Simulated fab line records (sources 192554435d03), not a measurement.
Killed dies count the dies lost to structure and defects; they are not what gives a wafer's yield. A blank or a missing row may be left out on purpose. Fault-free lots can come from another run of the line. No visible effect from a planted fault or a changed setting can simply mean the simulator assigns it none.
Chamber matching || flow n5 finfet || N5_HKMG_FIN_STRIP_93 on rie diel-06 has 4 sister chambers
The step strips SOC in N2/H2, time 20 s. 4 wafers are shown with their chamber, then 9 later ones without.

## WAFERS WITH THEIR CHAMBER
{"wafer": "L087.4", "chamber": 1, "showerhead plenum p Torr (Torr)": 3.41}
{"wafer": "L088.6", "chamber": 2, "showerhead plenum p Torr (Torr)": 3.22}
{"wafer": "L089.5", "chamber": 0, "showerhead plenum p Torr (Torr)": 3.55}
{"wafer": "L089.6", "chamber": 3, "showerhead plenum p Torr (Torr)": 3.56}

## WAFERS MISSING THEIR CHAMBER
{"wafer": "L090.3", "showerhead plenum p Torr (Torr)": 3.54}
{"wafer": "L090.4", "showerhead plenum p Torr (Torr)": 3.41}
{"wafer": "L090.5", "showerhead plenum p Torr (Torr)": 3.54}
{"wafer": "L092.1", "showerhead plenum p Torr (Torr)": 3.40}
{"wafer": "L092.2", "showerhead plenum p Torr (Torr)": 3.54}
{"wafer": "L092.3", "showerhead plenum p Torr (Torr)": 3.55}
{"wafer": "L093.1", "showerhead plenum p Torr (Torr)": 3.22}
{"wafer": "L093.2", "showerhead plenum p Torr (Torr)": 3.54}
{"wafer": "L093.3", "showerhead plenum p Torr (Torr)": 3.55}

## CHAMBER TAKEN BY EACH
{"wafer": "L090.3", "from the rows above": "can't be placed: 0 or 3", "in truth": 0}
{"wafer": "L090.4", "from the rows above": 1, "in truth": 1}
{"wafer": "L090.5", "from the rows above": "can't be placed: 0 or 3", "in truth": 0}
{"wafer": "L092.1", "from the rows above": 1, "in truth": 1}
{"wafer": "L092.2", "from the rows above": "can't be placed: 0 or 3", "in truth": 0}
{"wafer": "L092.3", "from the rows above": "can't be placed: 0 or 3", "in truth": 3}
{"wafer": "L093.1", "from the rows above": 2, "in truth": 2}
{"wafer": "L093.2", "from the rows above": "can't be placed: 0 or 3", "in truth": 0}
{"wafer": "L093.3", "from the rows above": "can't be placed: 0 or 3", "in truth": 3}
Correct placement for 3 of the 9. Unplaceable from these rows: 6, with the true chamber sitting among the candidates in 6. Placed wrongly: 0.
How it was worked out, from the rows above alone: a wafer's distance from a chamber is the root of the sum, over the readings, of the square of ((its reading less the chamber's mean) divided by the reading's scatter). The wafer belongs to the nearest chamber; if the next one is less than 2 further off, it can't be placed. The mean given for a chamber averages the wafers shown for that chamber. The scatter (one wafer shown for each chamber): square how far every hidden wafer sits from the nearest shown wafer, average those squares and take the square root.
